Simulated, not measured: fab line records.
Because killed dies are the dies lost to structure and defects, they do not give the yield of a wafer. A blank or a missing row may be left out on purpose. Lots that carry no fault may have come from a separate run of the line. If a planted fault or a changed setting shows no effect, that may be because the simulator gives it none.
Which tool was responsible? + flow n5 finfet + 30 wafers from 11 lots sampled at 6 of the route's 1938 steps

WHAT THE GAUGES READ, wafer by wafer
No reading from a measuring or inspecting step in the record can be judged against a usual standard deviation.

EACH LOT AND THE TOOL THAT RAN IT (in order: tool; ch and the chambers of the sampled wafers; start)
| lot  | N5_BEOL_M11_VIA_ETCH_34            | N5_BEOL_M11_STRIP_77                          | N5_BEOL_M11_SPUTTER_48       | N5_BEOL_M11_ECD_50             | N5_BEOL_M11_CMP_52            | N5_PASSIVATION_PROBE_49 |
|------|------------------------------------|-----------------------------------------------|------------------------------|--------------------------------|-------------------------------|-------------------------|
| L146 | rie diel-05 ch 1,2,3, day 9 23:52  | rie diel-05 ch 1,2,3, day 10 01:25 or earlier | pvd sputter-01, day 10 01:25 | ecd cu-01 ch 0,1, day 10 01:32 | cmp-01 ch 0,2, day 10 02:05   | prober-01, day 11 09:50 |
| L147 | rie diel-05 ch 2,3, day 10 08:05   | rie diel-05 ch 2,3, day 10 09:28 or earlier   | pvd sputter-01, day 10 09:28 | ecd cu-02 ch 0,1, day 10 09:35 | cmp-01 ch 0,1,2, day 10 10:02 | -                       |
| L154 | rie diel-06 ch 2,3, day 11 02:40   | rie diel-06 ch 2,3, day 11 04:02 or earlier   | pvd sputter-02, day 11 04:02 | ecd cu-02 ch 0,1, day 11 04:09 | cmp-01 ch 1,3, day 11 04:37   | prober-02, day 12 14:39 |
| L153 | rie diel-05 ch 0,3, day 11 06:49   | rie diel-05 ch 0,3, day 11 08:11 or earlier   | pvd sputter-01, day 11 08:11 | ecd cu-02 ch 0, day 11 08:17   | cmp-03 ch 1,2, day 11 08:44   | prober-02, day 13 02:32 |
| L155 | rie diel-05 ch 0,1, day 11 08:27   | rie diel-05 ch 0,1, day 11 09:59 or earlier   | pvd sputter-02, day 11 09:59 | ecd cu-02 ch 0,1, day 11 10:07 | cmp-03 ch 1,3, day 11 10:31   | prober-01, day 13 07:10 |
| L167 | rie diel-01 ch 2,3, day 15 16:05   | rie diel-01 ch 2,3, day 15 18:01 or earlier   | pvd sputter-01, day 15 18:01 | ecd cu-02 ch 0,1, day 15 18:07 | cmp-02 ch 0,1,2, day 15 18:43 | -                       |
| L166 | rie diel-01 ch 1,2,3, day 15 17:49 | rie diel-01 ch 1,2,3, day 15 20:46 or earlier | pvd sputter-02, day 15 20:46 | ecd cu-02 ch 0,1, day 15 20:54 | cmp-03 ch 0,3, day 15 21:22   | prober-01, day 17 12:10 |
| L162 | rie diel-05 ch 0,2,3, day 15 18:14 | rie diel-05 ch 0,2,3, day 15 21:20 or earlier | pvd sputter-03, day 15 21:20 | ecd cu-01 ch 1, day 15 21:28   | cmp-02 ch 2,3, day 15 21:54   | prober-02, day 17 12:46 |
| L163 | rie diel-06 ch 0,1,3, day 16 11:50 | rie diel-06 ch 0,1,3, day 16 14:27 or earlier | pvd sputter-02, day 16 14:27 | ecd cu-02 ch 0,1, day 16 14:34 | cmp-02 ch 1,2,3, day 16 14:59 | -                       |
| L165 | rie diel-06 ch 0,2, day 17 01:36   | rie diel-06 ch 0,2, day 17 03:05 or earlier   | pvd sputter-03, day 17 03:05 | ecd cu-01 ch 0,1, day 17 03:11 | cmp-03 ch 0,1,2, day 17 04:13 | -                       |
| L168 | rie diel-05 ch 1,3, day 17 05:07   | rie diel-05 ch 1,3, day 17 06:38 or earlier   | pvd sputter-02, day 17 06:38 | ecd cu-02 ch 0, day 17 06:46   | cmp-02 ch 1,2,3, day 17 07:10 | prober-01, day 19 00:32 |
- N5_BEOL_M11_VIA_ETCH_34: etches SiCOH lowk in C4F6/O2, target depth 184.5 nm, time 69.2 s.
- N5_BEOL_M11_STRIP_77: strips in N2/H2, time 10 s.
- N5_BEOL_M11_SPUTTER_48: material Cu, target thk 12 nm, time 2 s.
- N5_BEOL_M11_ECD_50: material Cu, target thk 318 nm.
- N5_BEOL_M11_CMP_52: polishes, stops on SiCOH lowk, t overpolish 7 s, target thk 140 nm.
- N5_PASSIVATION_PROBE_49

WHAT THE TOOLS THEMSELVES READ (means of the sampled wafers that have a number; where no wafer has one, the mark that the record gives instead)
N5_BEOL_M11_VIA_ETCH_34.
| lot  | tool        | drypump motor current A (A) | mfc ar sccm (sccm) | oes product au (a.u.) | rf fwd power W (W) | rf vpp V (V) | showerhead plenum p Torr (Torr) | throttle valve pct (%) |
|------|-------------|-----------------------------|--------------------|-----------------------|--------------------|--------------|---------------------------------|------------------------|
| L146 | rie diel-05 | 5.7                         | 300.3              | 0.77                  | 342.3              | 659          | 2.90                            | 21.04                  |
| L147 | rie diel-05 | 5.0                         | 300.6              | 0.82                  | 341.6              | 661          | 2.98                            | 20.92                  |
| L154 | rie diel-06 | 6.0                         | 300.2              | 0.79                  | 343.6              | 658          | 2.83                            | 20.88                  |
| L153 | rie diel-05 | 5.8                         | 299.9              | 0.78                  | 342.2              | 666          | 2.86                            | 21.14                  |
| L155 | rie diel-05 | 6.7                         | 300.8              | 0.70                  | 341.0              | 660          | 2.74                            | 21.34                  |
| L167 | rie diel-01 | 5.3                         | 300.3              | 0.79                  | 341.7              | 681          | 2.82                            | 21.12                  |
| L166 | rie diel-01 | 5.2                         | 300.1              | 0.85                  | 343.3              | 676          | 2.85                            | 20.93                  |
| L162 | rie diel-05 | 5.6                         | 300.0              | 0.73                  | 342.5              | 666          | 2.88                            | 21.15                  |
| L163 | rie diel-06 | 5.8                         | 300.3              | 0.71                  | 341.4              | 660          | 2.86                            | 20.92                  |
| L165 | rie diel-06 | 6.4                         | 300.5              | 0.79                  | 341.1              | 657          | 2.90                            | 20.66                  |
| L168 | rie diel-05 | 5.5                         | 299.3              | 0.78                  | 341.1              | 655          | 2.90                            | 21.03                  |

N5_BEOL_M11_STRIP_77.
| lot  | tool        | bias power w (W) | drypump motor current A (A) | oes product au (a.u.) | rf vpp V (V) | showerhead plenum p Torr (Torr) | throttle valve pct (%) |
|------|-------------|------------------|-----------------------------|-----------------------|--------------|---------------------------------|------------------------|
| L146 | rie diel-05 | 7.007            | 5.6                         | 0.77                  | 59.1         | 2.58                            | 23.72                  |
| L147 | rie diel-05 | 7.015            | 5.0                         | 0.83                  | 60.2         | 2.68                            | 23.65                  |
| L154 | rie diel-06 | 7.006            | 6.0                         | 0.79                  | 58.6         | 2.50                            | 23.59                  |
| L153 | rie diel-05 | 7.002            | 5.8                         | 0.78                  | 59.5         | 2.54                            | 23.84                  |
| L155 | rie diel-05 | 7.000            | 6.7                         | 0.70                  | 59.5         | 2.40                            | 23.95                  |
| L167 | rie diel-01 | 7.004            | 5.3                         | 0.79                  | 59.9         | 2.49                            | 23.71                  |
| L166 | rie diel-01 | 7.026            | 5.1                         | 0.85                  | 59.2         | 2.52                            | 23.58                  |
| L162 | rie diel-05 | 6.981            | 5.6                         | 0.74                  | 58.1         | 2.56                            | 23.81                  |
| L163 | rie diel-06 | 7.013            | 5.7                         | 0.72                  | 59.8         | 2.55                            | 23.60                  |
| L165 | rie diel-06 | 6.997            | 6.4                         | 0.78                  | 58.7         | 2.60                            | 23.33                  |
| L168 | rie diel-05 | 6.988            | 5.5                         | 0.79                  | 59.4         | 2.59                            | 23.78                  |

N5_BEOL_M11_SPUTTER_48.
| lot  | tool           | throttle valve pct (%) |
|------|----------------|------------------------|
| L146 | pvd sputter-01 | 30.1                   |
| L147 | pvd sputter-01 | 30.7                   |
| L154 | pvd sputter-02 | 29.1                   |
| L153 | pvd sputter-01 | 30.8                   |
| L155 | pvd sputter-02 | 29.1                   |
| L167 | pvd sputter-01 | 30.9                   |
| L166 | pvd sputter-02 | 29.9                   |
| L162 | pvd sputter-03 | 29.9                   |
| L163 | pvd sputter-02 | 29.4                   |
| L165 | pvd sputter-03 | 30.6                   |
| L168 | pvd sputter-02 | 29.2                   |

N5_BEOL_M11_CMP_52.
| lot  | tool   | motor current A (A) | time to endpoint s (s) |
|------|--------|---------------------|------------------------|
| L146 | cmp-01 | 6.5                 | 68                     |
| L147 | cmp-01 | 6.6                 | 66                     |
| L154 | cmp-01 | 6.0                 | 37                     |
| L153 | cmp-03 | 6.4                 | 40                     |
| L155 | cmp-03 | 6.2                 | 54                     |
| L167 | cmp-02 | 5.3                 | 66                     |
| L166 | cmp-03 | 5.9                 | 71                     |
| L162 | cmp-02 | 6.3                 | 63                     |
| L163 | cmp-02 | 6.0                 | 64                     |
| L165 | cmp-03 | 6.3                 | 66                     |
| L168 | cmp-02 | 5.9                 | 67                     |

N5_PASSIVATION_PROBE_49.
| lot  | tool      | defect limited yield (%) | killed_at_M0_to_M3 | killed_at_M4_up | killed at contacts | killed at front end | killed at other | killed dies | killed on rim | killed open | killed short | sort_bin_5_function (%) | sort_bin_6_memory (%) | sort n pass | sort yield pct (%) |
|------|-----------|--------------------------|--------------------|-----------------|--------------------|---------------------|-----------------|-------------|---------------|-------------|--------------|-------------------------|-----------------------|-------------|--------------------|
| L146 | prober-01 | 91.5                     | 34                 | 15              | 3                  | 40                  | 8               | 100         | 11            | 62          | 38           | 5.0                     | 3.0                   | 1080        | 91.5               |
| L154 | prober-02 | 91.5                     | 28                 | 6               | 19                 | 44                  | 3               | 101         | 14            | 70          | 28           | 4.8                     | 3.3                   | 1079        | 91.5               |
| L153 | prober-02 | 91.6                     | 30                 | 17              | 7                  | 37                  | 8               | 99          | 12            | 63          | 34           | 4.9                     | 3.0                   | 1081        | 91.6               |
| L155 | prober-01 | 91.8                     | 21                 | 9               | 9                  | 53                  | 4               | 96          | 14            | 64          | 30           | 4.5                     | 3.4                   | 1084        | 91.8               |
| L166 | prober-01 | 91.2                     | 21                 | 14              | 17                 | 42                  | 10              | 103         | 11            | 65          | 37           | 5.1                     | 3.2                   | 1077        | 91.2               |
| L162 | prober-02 | 90.4                     | 36                 | 11              | 14                 | 52                  | 1               | 114         | 16            | 77          | 31           | 5.7                     | 3.3                   | 1066        | 90.4               |
| L168 | prober-01 | 91.7                     | 29                 | 16              | 10                 | 40                  | 3               | 98          | 12            | 63          | 35           | 4.7                     | 3.3                   | 1082        | 91.7               |

THE ANSWER, worked out from the rows above alone
Rule: usual is defined by the lots themselves. Put in order of their means at a reading, lots are off if they are a third of the lots or fewer, leave a main group of 4 or more, and stand apart from it by a gap of 3 or more times the standard deviation of the main group's means; of several such gaps the widest counts. A main group is skipped when, at the precision printed for the reading in the tables above, its means are all equal. Also off: a lot with no number at a reading for which 4 or more lots have one. Where the step has rows for the other lots, those lots are counted as sound. First the gauges in route order, then the tools' own readings, where a lot's mean is used as printed above. At the first step where some lot is off, the reading lying furthest off is the one used; lots without a number count as furthest.
Off, at N5_BEOL_M11_CMP_52 on time to endpoint s: L154, L153, L155. Main group: mean 66 s, sd 2.3.
A tool fits if, at that step or a process step before it, it ran every lot that is off, and no sound lot after the first of them. Because N5_BEOL_M11_STRIP_77 lacks a start for some lots, the hours and order of its lots are taken from N5_BEOL_M11_SPUTTER_48. None of those tried fits.

WHAT HAD BEEN PUT IN BY THE SIMULATOR
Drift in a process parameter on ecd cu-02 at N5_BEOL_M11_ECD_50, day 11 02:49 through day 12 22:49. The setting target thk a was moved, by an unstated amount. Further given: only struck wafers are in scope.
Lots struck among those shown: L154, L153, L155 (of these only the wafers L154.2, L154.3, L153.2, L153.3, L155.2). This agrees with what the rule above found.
